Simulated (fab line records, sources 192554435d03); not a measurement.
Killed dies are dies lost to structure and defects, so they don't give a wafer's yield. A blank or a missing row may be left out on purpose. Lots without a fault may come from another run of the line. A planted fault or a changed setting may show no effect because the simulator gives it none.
Split-lot experiment | flow n5_finfet | 7 lots, 39 wafers read, on a route of 1938 steps

THE SPLIT
At N5_BEOL_M0_SAQP_CUT_ETCH_46 (etches SOC in N2/H2, target depth 135 nm, overetch 27 nm, time 202.5 s), the setting target_depth_a was moved away from the recipe's 1350 angstrom on 15 of the 39 wafers read, by +39.6% to +58.4%. The other wafers ran this setting at the recipe's value.

The reading is taken at the split's own step.

THE READING
BEOL_M0_SAQP.cd_nm (the simulator's own value, which no gauge read), in nm, at N5_BEOL_M0_SAQP_CUT_ETCH_46 (etches SOC in N2/H2, target depth 135 nm, overetch 27 nm, time 202.5 s). The file gives no usual value for it. The 24 wafers here that ran the recipe average 30.0 nm, standard deviation 0.29 nm.

wafer  | tool, chamber at the split | target_depth_a as run, angstrom | against the recipe | BEOL_M0_SAQP.cd_nm, nm | against lot-mates on the recipe
L074.1 | rie_diel-05, 1             | 1350                            | recipe             | 30                     | -
L074.2 | rie_diel-05, 0             | 1350                            | recipe             | 30.4                   | -
L074.3 | rie_diel-05, 3,0           | 1885                            | +39.6%             | 31.6                   | +1.3
L074.4 | rie_diel-05, 3,0           | 1885                            | +39.6%             | 31.6                   | +1.3
L074.5 | rie_diel-05, 3             | 1350                            | recipe             | 30.4                   | -
L074.6 | rie_diel-05, 1             | 1885                            | +39.6%             | 32                     | +1.7
L075.1 | rie_diel-03, 3             | 1350                            | recipe             | 29.6                   | -
L075.2 | rie_diel-03, 0             | 2089                            | +54.7%             | 33.6                   | +3.7
L075.3 | rie_diel-03, 1             | 1350                            | recipe             | 30                     | -
L075.4 | rie_diel-03, 3             | 2089                            | +54.7%             | 33                     | +3.1
L075.5 | rie_diel-03, 0             | 1350                            | recipe             | 30                     | -
L075.6 | rie_diel-03, 1             | 2089                            | +54.7%             | 33.2                   | +3.3
L082.1 | rie_diel-04, 0             | 1350                            | recipe             | 29.8                   | -
L082.5 | rie_diel-04, 0             | 1350                            | recipe             | 29.8                   | -
L082.2 | rie_diel-04, 1             | 1350                            | recipe             | 29.6                   | -
L082.3 | rie_diel-04, 2             | 1350                            | recipe             | 29.8                   | -
L082.4 | rie_diel-04, 3             | 1350                            | recipe             | 29.8                   | -
L082.6 | rie_diel-04, 1             | 1350                            | recipe             | 29.4                   | -
L084.1 | rie_diel-03, 0             | 2139                            | +58.4%             | 35.2                   | +5.3
L084.2 | rie_diel-03, 1             | 2139                            | +58.4%             | 33.2                   | +3.3
L084.3 | rie_diel-03, 2             | 2139                            | +58.4%             | 34                     | +4.1
L084.4 | rie_diel-03, 0             | 1350                            | recipe             | 30.2                   | -
L084.5 | rie_diel-03, 2             | 1350                            | recipe             | 30                     | -
L084.6 | rie_diel-03, 1             | 1350                            | recipe             | 29.6                   | -
L085.1 | rie_diel-03, 0             | 1350                            | recipe             | 30.2                   | -
L085.2 | rie_diel-03, 2             | 1962                            | +45.3%             | 32.8                   | +2.8
L085.3 | rie_diel-03, 1             | 1350                            | recipe             | 29.8                   | -
L085.4 | rie_diel-03, 3             | 1962                            | +45.3%             | 32.2                   | +2.2
L085.5 | rie_diel-03, 3             | 1962                            | +45.3%             | 32                     | +2.0
L085.6 | rie_diel-03, 2             | 1350                            | recipe             | 30                     | -
L086.1 | rie_diel-04, 2             | 1913                            | +41.7%             | 32.8                   | +2.8
L086.2 | rie_diel-04, 1             | 1350                            | recipe             | 29.8                   | -
L086.3 | rie_diel-04, 3             | 1913                            | +41.7%             | 32.2                   | +2.2
L086.4 | rie_diel-04, 0             | 1350                            | recipe             | 30                     | -
L086.5 | rie_diel-04, 3             | 1350                            | recipe             | 30.2                   | -
L086.6 | rie_diel-04, 2             | 1913                            | +41.7%             | 32.4                   | +2.4
L095.1 | rie_diel-03, 2             | 1350                            | recipe             | 30.6                   | -
L095.2 | rie_diel-03, 1             | 1350                            | recipe             | 30.4                   | -
L095.4 | rie_diel-03, 3             | 1350                            | recipe             | 30.2                   | -
Where a row lists several chambers, the file gives one row for several wafers and doesn't say which wafer went through which chamber.

THE FIT
A straight line over all 39 wafers: BEOL_M0_SAQP.cd_nm changes by +0.0603 nm for each +1% of target_depth_a; r = +0.96; the points scatter about the line by 0.46 nm.
The same after taking each lot's own level away (the mean of its wafers on the recipe; 39 wafers): +0.0602 nm for each +1%; r = +0.95; scatter 0.46 nm.
On that fit, the largest move of target_depth_a shifts the reading by 3.5 nm.
The lots' own levels span 29.70 to 30.40 nm, that is 2.4 times the standard deviation above.
So the lot-to-lot level changes the slope little: the two slopes agree.
Check: with one of the wafers moved furthest among these (+58.4%) left out of the fit, the line predicts +3.28 nm for it against its lot-mates. It came out at +5.27 nm against them.

OTHER SPLITS ON THESE WAFERS
These wafers also went through other splits before the reading. Each is held against what the fit with the lots' levels taken away leaves over:
other split on the same wafers | wafers away from the commonest value | r with BEOL_M0_SAQP.cd_nm (lot level and that fit taken away)
N5_FIN_SAQP_HM_DEP_03 time_s   | 18                                   | +0.05
N5_SD_EPI_N_DESCUM_14 time_s   | 18                                   | +0.11
N5_SD_EPI_P_EPI_21 time_s      | 9                                    | +0.14

THE WHOLE CHAIN: every reading that the file lists as answering this split, in the file's order
step                        | what it does                                                           | reading                                                                               | change (the file's fit)                | r (the file's)
N5_BEOL_M0_SAQP_CUT_ETCH_46 | etches SOC in N2/H2, target depth 135 nm, overetch 27 nm, time 202.5 s | SiARC_of_BEOL_M0_SAQP_COAT_72.thk_nm (the simulator's own value, which no gauge read) | -0.0834 nm for each +1% of the setting | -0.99
N5_BEOL_M0_SAQP_CUT_ETCH_46 | etches SOC in N2/H2, target depth 135 nm, overetch 27 nm, time 202.5 s | BEOL_M0_SAQP.cd_nm (the simulator's own value, which no gauge read)                   | +0.0593 nm for each +1% of the setting | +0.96

THE FILE'S OWN FIT
BEOL_M0_SAQP.cd_nm changes by +0.0593 nm for each +1% of target_depth_a, r = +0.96.
